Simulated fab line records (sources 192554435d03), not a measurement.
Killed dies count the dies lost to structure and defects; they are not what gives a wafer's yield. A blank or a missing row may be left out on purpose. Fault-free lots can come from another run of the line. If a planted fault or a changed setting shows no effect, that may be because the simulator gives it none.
fab line records -- flow n5_finfet -- part 1 of 2: steps 1 to 20 of 27
[record] lots = 5, wafers = 15, last_day = 19
route steps=1938 shown BEOL_M9@1426
lots with no fault: from the same line, run without faults
start_h: hours from the record's first day to the start of the lot's first wafer shown -- wait_h: hours elapsed since this lot's preceding step -- " unchanged from the row above -- L1.1+2: a row that stands for several wafers -- - no value, or no start was given -- * or withheld: withheld -- < > ~ a bound
route shown NAME@n: names a module that has steps shown in the file, with the first one's number in the route -- usual: average and standard deviation across the fault-free wafers -- same: alike in all rows -- chamber/n: place in a boat -- sites: each site's reading -- _std_site: their standard deviation -- _edge_site: mean of outer sites minus mean of inner sites -- radius_mm: how far each site lies from the wafer's centre -- mask NAME#n: copy n -- behind: the last tool/chamber to shape the wafer -- hold: what put the lot on hold/how long, in hours/how the hold closed -- device: which transistor (n, p or np) failed to switch -- end of line: the tests these same wafers got at the end of their route -- a step with no rows: only its recipe -- killed: count of dies lost to structure and defects at first sort (not the wafer's yield) -- map: a wafer's dies, marking killed ones x, the rest . and places with no die _
set.NAME: the setting as run; set.NAME@STEP: as run at that earlier step -- model.NAME: the simulator's own value behind a step, which no gauge read
certain route steps with their lots: each step a table, each wafer a row
services: when a tool's chamber went out of use (start_h, in hours from the record's first day, below 0 if earlier), for how many hours, and the reason
[[steps]]
[step N5_BEOL_M9_COAT_64]
[recipe] resist = SiARC, temp_c = 220, time_s = 60, spin_rpm = 1500, resist_thk_nm = 12
lot.wafer,tool,chamber,start_h,wait_h
L088.1+4+6,litho_track-05,0,-,-
L093.1+4+6,litho_track-02,0,-,-
L091.3+5+6,litho_track-05,0,-,-
L092.1+2+3,litho_track-02,0,-,-
L097.2+4+6,litho_track-05,0,-,-
[step N5_BEOL_M9_COAT_75]
[recipe] resist = underlayer, temp_c = 205, time_s = 60, spin_rpm = 1500, resist_thk_nm = 5
lot.wafer,tool,chamber,start_h,wait_h
L088.1+4+6,litho_track-05,0,-,-
L093.1+4+6,litho_track-02,0,-,-
L091.3+5+6,litho_track-05,0,-,-
L092.1+2+3,litho_track-02,0,-,-
L097.2+4+6,litho_track-05,0,-,-
[step N5_BEOL_M9_COAT_22]
[recipe] resist = CAR-EUV, spin_rpm = 1500, resist_thk_nm = 30
lot.wafer,tool,chamber,start_h,wait_h
L088.1+4+6,litho_track-05,0,-,-
L093.1+4+6,litho_track-02,0,-,-
L091.3+5+6,litho_track-05,0,-,-
L092.1+2+3,litho_track-02,0,-,-
L097.2+4+6,litho_track-05,0,-,-
[step N5_BEOL_M9_EBR_24]
[recipe] solvent = PGMEA, ebr_width_mm = 1.5
lot.wafer,tool,chamber,start_h,wait_h
L088.1+4+6,litho_track-05,0,-,-
L093.1+4+6,litho_track-02,0,-,-
L091.3+5+6,litho_track-05,0,-,-
L092.1+2+3,litho_track-02,0,-,-
L097.2+4+6,litho_track-05,0,-,-
[step N5_BEOL_M9_SOFTBAKE_23]
[recipe] temp_c = 110, time_s = 60, resist = CAR-EUV
lot.wafer,tool,chamber,start_h,wait_h
L088.1+4+6,litho_track-05,0,-,-
L093.1+4+6,litho_track-02,0,-,-
L091.3+5+6,litho_track-05,0,-,-
L092.1+2+3,litho_track-02,0,-,-
L097.2+4+6,litho_track-05,0,-,-
[step N5_BEOL_M9_EXPOSE_25]
[recipe] mask_id = V8, na = 0.33, source_shape = annular, sigma_inner = 0.4, sigma_outer = 0.8, polarization = unpolarized, dose_mj = 37.25
lot.wafer,tool,chamber,start_h,wait_h,mask
L088.1+4+6,euv_scanner-01,0,328.67,-,V8#0
L093.1+4+6,euv_scanner-02,0,338.27,-,V8#0
L091.3+5+6,euv_scanner-02,0,346.87,-,V8#0
L092.1+2+3,euv_scanner-02,0,359.19,-,V8#0
L097.2+4+6,euv_scanner-01,0,408.40,-,V8#0
[step N5_BEOL_M9_PEB_26]
[recipe] peb_temp_c = 100, peb_time_s = 60, resist = CAR-EUV
lot.wafer,tool,chamber,start_h,wait_h
L088.1+4+6,litho_track-05,0,328.74,0.1
L093.1+4+6,litho_track-05,0,338.34,0.1
L091.3+5+6,litho_track-05,0,346.92,0.0
L092.1+2+3,litho_track-01,0,359.25,0.1
L097.2+4+6,litho_track-01,0,408.45,0.0
[step N5_BEOL_M9_DEVELOP_27]
[recipe] develop_time_s = 30, developer = TMAH, resist = CAR-EUV, rinse_liquid = surfactant_rinse, dry = air_spin, dev_temp_c = 23
lot.wafer,tool,chamber,start_h,wait_h
L088.1+4+6,litho_track-05,0,-,-
L093.1+4+6,litho_track-05,0,-,-
L091.3+5+6,litho_track-05,0,-,-
L092.1+2+3,litho_track-01,0,-,-
L097.2+4+6,litho_track-01,0,-,-
[step N5_BEOL_M9_CD_MEAS_28]
[recipe] target_cd_nm = 70, landing_energy_ev = 500, detector = se_inlens, polarity = opening
[usual] cd_nm = 69.95/0.23
lot.wafer,tool,chamber,start_h,wait_h,cd_nm
L088.1,cd_sem-02,0,328.80,-,70.26
L088.4,cd_sem-02,0,328.80,-,69.92
L088.6,cd_sem-02,0,328.80,-,70.34
L093.1,cd_sem-02,0,338.40,-,70.14
L093.4,cd_sem-02,0,338.40,-,70.15
L093.6,cd_sem-02,0,338.40,-,69.97
L091.3,cd_sem-02,0,346.99,-,69.88
L091.5,cd_sem-02,0,346.99,-,69.89
L091.6,cd_sem-02,0,346.99,-,69.96
L092.1,cd_sem-01,0,359.31,-,70.33
L092.2,cd_sem-01,0,359.31,-,69.81
L092.3,cd_sem-01,0,359.31,-,69.95
L097.2,cd_sem-01,0,408.52,-,69.64
L097.4,cd_sem-01,0,408.52,-,69.85
L097.6,cd_sem-01,0,408.52,-,69.90
[step N5_BEOL_M9_OVL_MEAS_29]
[recipe] points_per_wafer = 522
[usual] V8_OVL = -0.1/0.71
lot.wafer,tool,chamber,start_h,wait_h,V8_OVL[nm]
L088.1,overlay-02,0,328.83,0.0,-0.3
L088.4,overlay-02,0,328.83,0.0,0.9
L088.6,overlay-02,0,328.83,0.0,-0.9
L093.1,overlay-02,0,338.43,0.0,-0.6
L093.4,overlay-02,0,338.43,0.0,-0.5
L093.6,overlay-02,0,338.43,0.0,-0.9
L091.3,overlay-01,0,347.03,0.0,-0.7
L091.5,overlay-01,0,347.03,0.0,-0.3
L091.6,overlay-01,0,347.03,0.0,-0.2
L092.1,overlay-02,0,359.34,0.0,0.9
L092.2,overlay-02,0,359.34,0.0,0.1
L092.3,overlay-02,0,359.34,0.0,0.7
L097.2,overlay-02,0,408.56,0.0,-0.6
L097.4,overlay-02,0,408.56,0.0,-0.6
L097.6,overlay-02,0,408.56,0.0,-0.5
[step N5_BEOL_M9_INSPECT_30]
[recipe] mode = adi, inspect_instrument = brightfield
[usual] raw_defect_count = 429/90
lot.wafer,tool,chamber,start_h,wait_h,raw_defect_count
L088.1,defect_inspect-01,-,328.90,0.1,293
L088.4,defect_inspect-01,-,328.90,0.1,394
L088.6,defect_inspect-01,-,328.90,0.1,295
L093.1,defect_inspect-01,-,338.49,0.1,335
L093.4,defect_inspect-01,-,338.49,0.1,442
L093.6,defect_inspect-01,-,338.49,0.1,332
L091.3,defect_inspect-02,-,347.07,0.0,540
L091.5,defect_inspect-02,-,347.07,0.0,355
L091.6,defect_inspect-02,-,347.07,0.0,324
L092.1,defect_inspect-02,-,359.40,0.1,472
L092.2,defect_inspect-02,-,359.40,0.1,402
L092.3,defect_inspect-02,-,359.40,0.1,275
L097.2,defect_inspect-02,-,408.61,0.0,469
L097.4,defect_inspect-02,-,408.61,0.0,403
L097.6,defect_inspect-02,-,408.61,0.0,446
[step N5_BEOL_M9_DESCUM_33]
[recipe] chemistry = O2, time_s = 7, source_power_w = 50, bias_power_w = 20, pressure_mtorr = 20, rf_frequency_hz = 2.712e+07, temp_c = 40, resist = CAR-EUV, o2_flow_sccm = 225
[usual] drypump_motor_current_A = 5.6/0.41, oes_product_au = 0.78/0.083, rf_fwd_power_W = 49.33/0.23, rf_vpp_V = 243.0/1.1, showerhead_plenum_p_Torr = 2.08/0.055, temp_c = 40.00/0.13, throttle_valve_pct = 20.39/0.21
lot.wafer,tool,chamber,start_h,wait_h,drypump_motor_current_A,oes_product_au,rf_fwd_power_W,rf_hours_counter_h,rf_vpp_V,showerhead_plenum_p_Torr,temp_c,throttle_valve_pct
L088.1,rie_diel-02,0,328.93,0.0,5.1,0.68,49.48,226,244.8,2.15,39.99,20.79
L088.4,rie_diel-02,2,328.93,0.0,6.0,0.71,49.43,-,242.8,2.09,39.86,20.52
L088.6,rie_diel-02,0,328.93,0.0,5.1,0.67,49.25,-,244.8,2.15,40.09,20.78
L093.1,rie_diel-02,2,338.81,0.3,6.0,0.71,49.56,206,242.8,2.08,39.87,20.49
L093.4,rie_diel-02,0,338.81,0.3,5.1,0.68,49.00,229,245.1,2.15,39.98,20.79
L093.6,rie_diel-02,3,338.81,0.3,5.6,0.85,49.24,-,242.4,2.02,40.07,20.16
L091.3,rie_diel-06,0,347.33,0.3,5.2,0.76,48.98,159,242.1,2.00,40.05,20.68
L091.5,rie_diel-06,3,347.33,0.3,5.6,0.68,49.08,-,243.9,2.16,40.04,20.70
L091.6,rie_diel-06,2,347.33,0.3,5.6,0.71,48.97,-,243.3,2.15,39.95,20.47
L092.1,rie_diel-05,1,359.96,0.6,5.6,0.96,49.00,2,244.4,2.14,40.08,20.11
L092.2,rie_diel-05,3,359.96,0.6,5.1,0.87,49.64,32,242.0,2.05,39.95,20.44
L092.3,rie_diel-05,2,359.96,0.6,6.2,0.77,49.42,108,244.5,2.11,39.96,20.23
L097.2,rie_diel-02,1,408.64,0.0,5.6,0.77,49.36,115,240.6,2.01,40.08,20.48
L097.4,rie_diel-02,3,408.64,0.0,5.6,0.82,48.99,65,242.0,2.02,40.07,20.18
L097.6,rie_diel-02,1,408.64,0.0,5.6,0.78,49.44,-,242.5,2.01,40.11,20.47
[step N5_BEOL_M9_ETCH_76]
[recipe] chemistry = N2/H2, target = underlayer, target_depth_a = 65, mask_material = CAR-EUV, time_s = 5.2, ion_energy_ev = 200, pressure_mtorr = 30, source_w = 840, bias_w = 150, n2_flow_sccm = 200, h2_flow_sccm = 200, ends = cleared
[usual] bias_w = 150.0/0.43, drypump_motor_current_A = 5.6/0.41, etch_rf_on_time_s = 5.18/0.15, oes_product_au = 0.67/0.072, rf_fwd_power_W = 819.5/2.5, rf_vpp_V = 523.4/1.9, showerhead_plenum_p_Torr = 2.53/0.064, throttle_valve_pct = 17.83/0.23
lot.wafer,tool,chamber,start_h,wait_h,bias_w,drypump_motor_current_A,etch_rf_on_time_s,oes_product_au,rf_fwd_power_W,rf_hours_counter_h,rf_vpp_V,showerhead_plenum_p_Torr,throttle_valve_pct
L088.1,rie_diel-02,0,328.96,0.0,149.9,5.1,5.35,0.58,816.9,226,526.2,2.60,18.23
L088.4,rie_diel-02,2,328.96,0.0,149.7,6.0,5.06,0.62,820.6,-,523.7,2.52,17.87
L088.6,rie_diel-02,0,328.96,0.0,149.9,5.1,5.34,0.58,817.5,-,526.4,2.60,18.22
L093.1,rie_diel-02,2,338.85,0.0,150.5,6.0,5.05,0.62,819.9,206,524.3,2.52,17.87
L093.4,rie_diel-02,0,338.85,0.0,150.1,5.1,5.33,0.57,818.7,229,526.2,2.60,18.22
L093.6,rie_diel-02,3,338.85,0.0,150.3,5.6,5.12,0.73,816.3,-,523.5,2.49,17.81
L091.3,rie_diel-06,0,347.37,0.0,149.2,5.2,5.26,0.64,819.2,159,522.4,2.44,18.19
L091.5,rie_diel-06,3,347.37,0.0,150.6,5.6,5.44,0.58,816.6,-,525.7,2.61,18.05
L091.6,rie_diel-06,2,347.37,0.0,149.6,5.6,5.18,0.61,816.9,-,524.9,2.62,18.05
L092.1,rie_diel-05,1,359.99,0.0,150.6,5.7,4.87,0.86,818.1,2,523.6,2.61,17.54
L092.2,rie_diel-05,3,359.99,0.0,149.8,5.1,5.21,0.75,815.9,32,523.1,2.47,17.83
L092.3,rie_diel-05,2,359.99,0.0,149.8,6.2,5.04,0.68,819.0,108,523.2,2.58,17.70
L097.2,rie_diel-02,1,408.68,0.0,150.0,5.6,5.48,0.64,821.7,115,522.5,2.47,18.01
L097.4,rie_diel-02,3,408.68,0.0,150.5,5.6,5.15,0.71,815.5,65,520.6,2.48,17.83
L097.6,rie_diel-02,1,408.68,0.0,150.1,5.6,5.51,0.65,819.9,-,520.0,2.47,18.01
[step N5_BEOL_M9_ETCH_65]
[recipe] chemistry = CF4, target = SiARC, target_depth_a = 156, mask_material = CAR-EUV, time_s = 26, ion_energy_ev = 80, pressure_mtorr = 40, source_w = 545, bias_w = 36, Ar_flow_sccm = 100, cf4_flow_sccm = 100, ends = cleared
[usual] bias_w = 36.00/0.1, drypump_motor_current_A = 5.6/0.41, etch_rf_on_time_s = 25.9/0.66, oes_product_au = 0.67/0.072, rf_fwd_power_W = 531.8/1.9, rf_vpp_V = 183.9/1, showerhead_plenum_p_Torr = 2.13/0.052, throttle_valve_pct = 15.59/0.25
lot.wafer,tool,chamber,start_h,wait_h,bias_w,drypump_motor_current_A,etch_rf_on_time_s,oes_product_au,rf_fwd_power_W,rf_hours_counter_h,rf_vpp_V,showerhead_plenum_p_Torr,throttle_valve_pct
L088.1,rie_diel-02,0,328.98,0.0,36.17,5.1,26.6,0.58,529.6,226,186.9,2.21,16.07
L088.4,rie_diel-02,2,328.98,0.0,36.10,6.0,25.3,0.63,533.1,-,183.9,2.12,15.68
L088.6,rie_diel-02,0,328.98,0.0,36.12,5.1,26.8,0.58,529.9,-,183.8,2.21,16.07
L093.1,rie_diel-02,2,338.87,0.0,36.08,6.0,25.3,0.63,529.6,206,185.0,2.11,15.68
L093.4,rie_diel-02,0,338.87,0.0,35.99,5.1,26.7,0.58,531.6,229,184.7,2.21,16.08
L093.6,rie_diel-02,3,338.87,0.0,36.20,5.6,25.5,0.74,531.8,-,183.1,2.07,15.32
L091.3,rie_diel-06,0,347.39,0.0,35.86,5.2,26.3,0.63,530.6,159,183.8,2.06,15.92
L091.5,rie_diel-06,3,347.39,0.0,36.16,5.6,27.1,0.58,531.4,-,186.3,2.20,15.88
L091.6,rie_diel-06,2,347.39,0.0,35.99,5.6,25.6,0.61,533.8,-,185.5,2.21,15.75
L092.1,rie_diel-05,1,360.01,0.0,35.96,5.6,25.0,0.85,530.8,2,184.8,2.19,15.25
L092.2,rie_diel-05,3,360.01,0.0,35.75,5.1,26.3,0.76,534.4,32,184.2,2.12,15.62
L092.3,rie_diel-05,2,360.01,0.0,35.95,6.2,25.7,0.68,531.1,108,183.5,2.14,15.28
L097.2,rie_diel-02,1,408.69,0.0,35.89,5.6,26.8,0.65,530.2,115,182.9,2.07,15.79
L097.4,rie_diel-02,3,408.69,0.0,35.98,5.7,25.1,0.72,531.3,65,182.4,2.07,15.38
L097.6,rie_diel-02,1,408.69,0.0,35.91,5.6,26.6,0.65,533.2,-,182.6,2.07,15.82
[step N5_BEOL_M9_ETCH_66]
[recipe] chemistry = N2/H2, target = SOC, target_depth_a = 800, overetch_a = 160, mask_material = SiARC, temp_c = 40, time_s = 120, ion_energy_ev = 200, pressure_mtorr = 30, source_w = 840, bias_w = 150, n2_flow_sccm = 200, h2_flow_sccm = 200
[usual] bias_w = 150.1/0.42, drypump_motor_current_A = 5.6/0.41, oes_product_au = 0.60/0.061, rf_fwd_power_W = 835.5/2.8, rf_vpp_V = 523.5/1.9, showerhead_plenum_p_Torr = 2.53/0.064, temp_c = 40.00/0.1, throttle_valve_pct = 17.79/0.23
lot.wafer,tool,chamber,start_h,wait_h,bias_w,drypump_motor_current_A,oes_product_au,rf_fwd_power_W,rf_hours_counter_h,rf_vpp_V,showerhead_plenum_p_Torr,temp_c,throttle_valve_pct
L088.1,rie_diel-02,0,329.01,0.0,150.6,5.1,0.53,833.4,226,526.3,2.60,40.15,18.18
L088.4,rie_diel-02,2,329.01,0.0,149.3,6.1,0.56,837.6,-,523.2,2.52,40.06,17.85
L088.6,rie_diel-02,0,329.01,0.0,150.3,5.1,0.53,834.0,-,524.1,2.60,39.83,18.16
L093.1,rie_diel-02,2,338.89,0.0,149.9,6.1,0.55,836.0,206,523.7,2.52,39.96,17.83
L093.4,rie_diel-02,0,338.89,0.0,149.4,5.1,0.52,838.8,229,526.8,2.60,39.88,18.20
L093.6,rie_diel-02,3,338.89,0.0,149.9,5.6,0.65,832.2,-,521.4,2.49,40.12,17.75
L091.3,rie_diel-06,0,347.41,0.0,150.0,5.1,0.57,834.1,159,521.9,2.44,40.01,18.16
L091.5,rie_diel-06,3,347.41,0.0,150.3,5.7,0.53,833.2,-,526.5,2.61,39.79,18.00
L091.6,rie_diel-06,2,347.41,0.0,149.8,5.6,0.55,834.9,-,526.3,2.62,39.97,18.02
L092.1,rie_diel-05,1,360.04,0.0,149.9,5.6,0.74,831.8,2,527.0,2.61,40.14,17.48
L092.2,rie_diel-05,3,360.04,0.0,149.6,5.1,0.68,839.2,32,522.1,2.47,39.91,17.77
L092.3,rie_diel-05,2,360.04,0.0,149.7,6.2,0.61,836.0,108,522.9,2.58,39.94,17.65
L097.2,rie_diel-02,1,408.72,0.0,150.4,5.7,0.59,836.4,115,522.3,2.47,39.93,17.95
L097.4,rie_diel-02,3,408.72,0.0,150.6,5.6,0.63,832.4,65,521.5,2.48,39.88,17.80
L097.6,rie_diel-02,1,408.72,0.0,149.5,5.7,0.59,837.0,-,521.4,2.47,39.90,17.97
[step N5_BEOL_M9_STRIP_69]
[recipe] chemistry = N2/H2, temp_c = 40, n2_flow_sccm = 200, h2_flow_sccm = 200, rf_frequency_hz = 6e+07
lot.wafer,tool,chamber,start_h,wait_h
L088.1+4+6,rie_diel-02,"0,2,0",329.09,0.0
L093.1+4+6,rie_diel-02,"2,0,3",338.97,0.0
L091.3+5+6,rie_diel-06,"0,3,2",347.50,0.0
L092.1+2+3,rie_diel-05,"1,3,2",360.12,0.0
L097.2+4+6,rie_diel-02,"1,3,1",408.80,0.0
[step N5_BEOL_M9_STRIP_77]
[recipe] chemistry = N2/H2, temp_c = 40, n2_flow_sccm = 200, h2_flow_sccm = 200, rf_frequency_hz = 6e+07
lot.wafer,tool,chamber,start_h,wait_h
L088.1+4+6,rie_diel-02,"0,2,0",329.10,0.0
L093.1+4+6,rie_diel-02,"2,0,3",338.98,0.0
L091.3+5+6,rie_diel-06,"0,3,2",347.51,0.0
L092.1+2+3,rie_diel-05,"1,3,2",360.13,0.0
L097.2+4+6,rie_diel-02,"1,3,1",408.81,0.0
[step N5_BEOL_M9_VIA_ETCH_34]
[recipe] chemistry = C4F6/O2, target = SiCOH_lowk, target_depth_a = 1824, mask_material = SOC, taper_deg = 4, time_s = 68.4, ion_energy_ev = 250, pressure_mtorr = 30, source_w = 345, bias_w = 185, Ar_flow_sccm = 300, C4F6_flow_sccm = 10, O2_flow_sccm = 10
[usual] bias_w = 185.0/0.6, drypump_motor_current_A = 5.6/0.41, oes_ar_750_au = 0.79/0.078, oes_product_au = 0.79/0.084, rf_fwd_power_W = 342.0/1.3, rf_vpp_V = 665/12, showerhead_plenum_p_Torr = 2.83/0.071, throttle_valve_pct = 20.87/0.25
lot.wafer,tool,chamber,start_h,wait_h,bias_w,drypump_motor_current_A,oes_ar_750_au,oes_product_au,rf_fwd_power_W,rf_hours_counter_h,rf_vpp_V,showerhead_plenum_p_Torr,throttle_valve_pct
L088.1,rie_diel-02,0,329.11,0.0,185.5,5.1,0.69,0.67,341.9,226,673,2.95,21.43
L088.4,rie_diel-02,2,329.11,0.0,186.1,6.1,0.74,0.73,340.3,-,664,2.81,20.83
L088.6,rie_diel-02,0,329.11,0.0,184.9,5.1,0.69,0.68,342.8,-,675,2.95,21.44
L093.1,rie_diel-02,2,338.99,0.0,185.3,6.0,0.74,0.72,341.5,206,661,2.81,20.85
L093.4,rie_diel-02,0,338.99,0.0,184.1,5.1,0.68,0.67,343.4,229,674,2.95,21.43
L093.6,rie_diel-02,3,338.99,0.0,185.2,5.6,0.86,0.85,341.3,-,658,2.76,20.62
L091.3,rie_diel-06,0,347.52,0.0,186.0,5.2,0.74,0.75,339.7,159,685,2.76,21.30
L091.5,rie_diel-06,3,347.52,0.0,185.9,5.6,0.69,0.68,341.5,-,663,2.91,21.04
L091.6,rie_diel-06,2,347.52,0.0,184.6,5.6,0.73,0.70,341.3,-,663,2.95,21.14
L092.1,rie_diel-05,1,360.14,0.0,184.9,5.6,1.00,0.99,341.8,2,666,2.90,20.53
L092.2,rie_diel-05,3,360.14,0.0,184.1,5.1,0.89,0.89,342.3,33,668,2.81,21.05
L092.3,rie_diel-05,2,360.14,0.0,185.4,6.2,0.79,0.81,342.1,108,687,2.86,20.62
L097.2,rie_diel-02,1,408.82,0.0,184.8,5.6,0.77,0.75,341.8,115,647,2.73,20.94
L097.4,rie_diel-02,3,408.82,0.0,184.5,5.6,0.82,0.83,340.6,65,659,2.75,20.66
L097.6,rie_diel-02,1,408.82,0.0,185.4,5.6,0.76,0.76,340.6,-,647,2.73,20.93
[step N5_BEOL_M9_STRIP_73]
[recipe] chemistry = C4F6/O2, resist = SiARC, rf_frequency_hz = 6e+07
lot.wafer,tool,chamber,start_h,wait_h
L088.1+4+6,rie_diel-02,"0,2,0",329.16,0.0
L093.1+4+6,rie_diel-02,"2,0,3",339.05,0.0
L091.3+5+6,rie_diel-06,"0,3,2",347.57,0.0
L092.1+2+3,rie_diel-05,"1,3,2",360.19,0.0
L097.2+4+6,rie_diel-02,"1,3,1",408.88,0.0
[step N5_BEOL_M9_STRIP_36]
[recipe] chemistry = N2/H2, power_w = 450, temp_c = 40, pressure_mtorr = 20, rf_frequency_hz = 6e+07, overash_fraction = 0.3, bias_power_w = 7, h2_frac = 0.5, n2_flow_sccm = 200, h2_flow_sccm = 200
[usual] drypump_motor_current_A = 5.6/0.41, oes_product_au = 0.78/0.084, rf_vpp_V = 59.1/1.4, showerhead_plenum_p_Torr = 2.52/0.064, temp_c = 40.01/0.12, throttle_valve_pct = 23.6/0.31
lot.wafer,tool,chamber,start_h,wait_h,drypump_motor_current_A,oes_product_au,rf_hours_counter_h,rf_vpp_V,showerhead_plenum_p_Torr,temp_c,throttle_valve_pct
L088.1,rie_diel-02,0,329.17,0.0,5.1,0.67,226,58.4,2.59,39.98,24.0
L088.4,rie_diel-02,2,329.17,0.0,6.0,0.71,-,59.8,2.52,40.28,23.5
L088.6,rie_diel-02,0,329.17,0.0,5.1,0.67,-,60.5,2.59,40.08,24.0
L093.1,rie_diel-02,2,339.06,0.0,6.1,0.70,206,60.6,2.52,39.99,23.5
L093.4,rie_diel-02,0,339.06,0.0,5.1,0.67,229,59.4,2.59,40.19,24.0
L093.6,rie_diel-02,3,339.06,0.0,5.7,0.84,-,60.3,2.49,39.94,23.7
L091.3,rie_diel-06,0,347.58,0.0,5.2,0.76,159,60.0,2.44,40.05,24.0
L091.5,rie_diel-06,3,347.58,0.0,5.7,0.68,-,56.9,2.61,40.09,23.8
L091.6,rie_diel-06,2,347.58,0.0,5.6,0.72,-,58.9,2.61,39.77,24.0
L092.1,rie_diel-05,1,360.20,0.0,5.6,0.96,2,59.4,2.60,40.18,23.4
L092.2,rie_diel-05,3,360.20,0.0,5.1,0.88,33,58.2,2.47,39.99,23.8
L092.3,rie_diel-05,2,360.20,0.0,6.2,0.79,108,59.3,2.58,40.03,23.5
L097.2,rie_diel-02,1,408.89,0.0,5.6,0.78,116,56.3,2.46,39.88,23.7
L097.4,rie_diel-02,3,408.89,0.0,5.6,0.81,65,59.9,2.48,39.88,23.7
L097.6,rie_diel-02,1,408.89,0.0,5.6,0.78,-,60.9,2.46,39.93,23.7
